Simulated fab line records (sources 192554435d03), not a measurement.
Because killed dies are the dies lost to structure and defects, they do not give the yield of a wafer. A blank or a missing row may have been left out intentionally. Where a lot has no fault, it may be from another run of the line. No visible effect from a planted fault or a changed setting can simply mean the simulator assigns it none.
A lot that was struck, set against a sound lot -- flow n5_finfet -- 27 steps out of a route of 1938
Sound: wafers L299.1, L299.5, L299.6. Wafers struck: L310.3, L310.5, L310.6. At the end, the cause is stated.
Order at every step that has rows: each side's tool, ch and its chambers, its first start. Under that, the readings that differ: sound wafers -- struck wafers -- difference of the means -- sigmas: that difference in standard deviations of wafers without a fault.
alike: a reading whose means differ by less than 2 such deviations, as well as words and numbers matching on both sides. not compared: withheld readings; readings where some wafer has no value; bounds like >300 that might hide an equal value; numbers whose values overlap and for which the record gives no deviation.
A row with sigmas, a row that says differs or no value, or rows on one side alone: a step with any of these is where the two part. Numbers that don't overlap but have no deviation are shown without sigmas and don't part them. A reading missing from all wafers of one side parts the sides only when that side holds two or more wafers.

N5_BEOL_M15_OVL_MEAS_11:
  sound on overlay-02 ch 0, day 11 06:55; struck on overlay-02 ch 0, day 14 18:24
  alike: V14_OVL
N5_BEOL_M15_INSPECT_12: inspects for defects (macro).
  struck on defect_inspect-01, day 14 18:25; sound on defect_inspect-01, day 11 06:56
  alike: raw_defect_count
then, 1 step without rows for these wafers: N5_BEOL_M15_DESCUM_15 (chemistry O2, time 7.9 s).
N5_BEOL_M15_ETCH_59: etches BARC in N2/H2, target depth 89 nm, overetch 26.7 nm, time 67.9 s.
  sound on rie_diel-05 ch 0,1, day 11 07:02; struck on rie_diel-06 ch 1,2, day 14 18:49
  alike: drypump_motor_current_A, oes_product_au, rf_fwd_power_W, rf_vpp_V, showerhead_plenum_p_Torr, throttle_valve_pct
  not compared: rf_hours_counter_h
N5_BEOL_M15_VIA_ETCH_16: etches SiO2 in C4F8/O2/Ar, target depth 1792.2 nm.
  sound on rie_diel-05 ch 0,1, day 11 07:05; struck on rie_diel-06 ch 1,2, day 14 18:52
  alike: drypump_motor_current_A, oes_product_au, rf_fwd_power_W, rf_vpp_V, showerhead_plenum_p_Torr, throttle_valve_pct
N5_BEOL_M15_STRIP_63: strips in O2.
  sound on rie_diel-05 ch 0,1; struck on rie_diel-06 ch 1,2
  alike: drypump_motor_current_A, oes_product_au, rf_vpp_V, showerhead_plenum_p_Torr, throttle_valve_pct
  not compared: rf_hours_counter_h
then, 3 steps without rows for these wafers: N5_BEOL_M15_STRIP_64 (strips in O2); N5_BEOL_M15_STRIP_65 (strips in post etch residue remover, time 60 s); N5_BEOL_M15_SRD_66 (time 30 s, dry time 30 s).
N5_BEOL_M15_CD_MEAS_17: the cd target is 360 nm.
  struck on cd_sem-01, day 14 19:17; sound on cd_sem-03, day 11 07:30
  alike: cd_nm
then, 1 step without rows for these wafers: N5_BEOL_M15_COAT_56 (time 60 s, resist thk 550 nm).
N5_BEOL_M15_ETCH_57: etches SOC in N2/H2, time 750 s.
  sound on rie_diel-06 ch 1,2,3, day 11 07:42; struck on rie_diel-06 ch 0,1, day 14 19:40
  alike: drypump_motor_current_A, oes_product_au, rf_fwd_power_W, rf_vpp_V, showerhead_plenum_p_Torr, throttle_valve_pct
  not compared: rf_hours_counter_h
N5_BEOL_M15_COAT_60: time 60 s, resist thk 89 nm.
  sound on litho_track-01 ch 0, day 11 08:12; struck on litho_track-03 ch 0, day 14 20:11
reading,sound,struck,difference,sigmas
spin_speed_rpm (rpm),1499.8 1500.3 1500.0,1401.0 1400.9 1401.9,-98.8,-99
model.BARC_of_BEOL_M15_COAT_60.thk_nm (nm),88.8 88.8 88.4,92.4 92.4 92.6,+3.8,
  alike: exhaust_pa
then, 7 steps without rows for these wafers: N5_BEOL_M15_COAT_22 (resist thk 800 nm); N5_BEOL_M15_EBR_24; N5_BEOL_M15_SOFTBAKE_23 (time 60 s); N5_BEOL_M15_EXPOSE_25 (exposes mask M15, target cd 400 nm); N5_BEOL_M15_PEB_26 (peb time 90 s); N5_BEOL_M15_DEVELOP_27 (develop time 45 s); N5_BEOL_M15_HARDBAKE_32 (time 120 s).
N5_BEOL_M15_CD_MEAS_28: the cd target is 407.6 nm.
  sound on cd_sem-03 ch 0, day 11 08:35; struck on cd_sem-03 ch 0, day 14 20:27
  alike: cd_nm
N5_BEOL_M15_OVL_MEAS_29:
  sound on overlay-02 ch 0, day 11 08:37; struck on overlay-02 ch 0, day 14 20:29
  alike: M15_OVL
N5_BEOL_M15_INSPECT_30: inspects for defects (macro).
  struck on defect_inspect-02, day 14 20:30; sound on defect_inspect-02, day 11 08:39
  alike: raw_defect_count
N5_BEOL_M15_DESCUM_33: chemistry O2, time 7.9 s.
  sound on rie_diel-05 ch 0,1,3, day 11 08:41; struck on rie_diel-04 ch 0,1,2, day 14 20:32
  alike: drypump_motor_current_A, oes_product_au, rf_fwd_power_W, rf_vpp_V, showerhead_plenum_p_Torr, throttle_valve_pct
  not compared: rf_hours_counter_h
N5_BEOL_M15_ETCH_61: etches BARC in N2/H2, target depth 89 nm, overetch 26.7 nm, time 67.9 s.
  sound on rie_diel-05 ch 0,1,3, day 11 08:43; struck on rie_diel-04 ch 0,1,2, day 14 20:34
reading,sound,struck,difference,sigmas
model.etch.depth_nm (nm),88.9 88.87 88.39,92.4 92.31 92.63,+3.7,
  alike: drypump_motor_current_A, oes_product_au, rf_fwd_power_W, rf_vpp_V, showerhead_plenum_p_Torr, throttle_valve_pct
  not compared: rf_hours_counter_h
then, 1 step without rows for these wafers: N5_BEOL_M15_TRENCH_ETCH_34 (etches SiO2 in C4F8/O2/Ar, target depth 872.93 nm, time 199 s).
N5_PASSIVATION_PROBE_49:
  struck on prober-02, day 15 15:31; sound on prober-02, day 12 06:35
reading,sound,struck,difference,sigmas
defect_limited_yield (%),92.1 91.0 87.0,93.9 93.6 91.9,+3.1,+2
killed_at_front_end,41 58 88,29 32 36,-30,-2
killed_dies,93 106 153,72 76 95,-36,-2
killed_open,53 71 114,49 40 63,-29,-2
sort_bin_5_function (%),4.7 5.1 8.0,3.5 3.3 4.0,-2.3,-2
sort_n_pass,1087 1074 1027,1108 1104 1085,+36,+2
sort_yield_pct (%),92.1 91.0 87.0,93.9 93.6 91.9,+3.1,+2
  alike: killed_at_M0_to_M3, killed_at_M4_up, killed_at_contacts, killed_at_other, killed_short, sort_bin_6_memory

## WHERE THEY PART
At N5_BEOL_M15_COAT_60 first; at N5_PASSIVATION_PROBE_49 last (within this record only).

WHY: what had been put in by the simulator
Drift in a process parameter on litho_track-03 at N5_BEOL_M15_COAT_60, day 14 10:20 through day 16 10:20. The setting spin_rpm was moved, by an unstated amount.
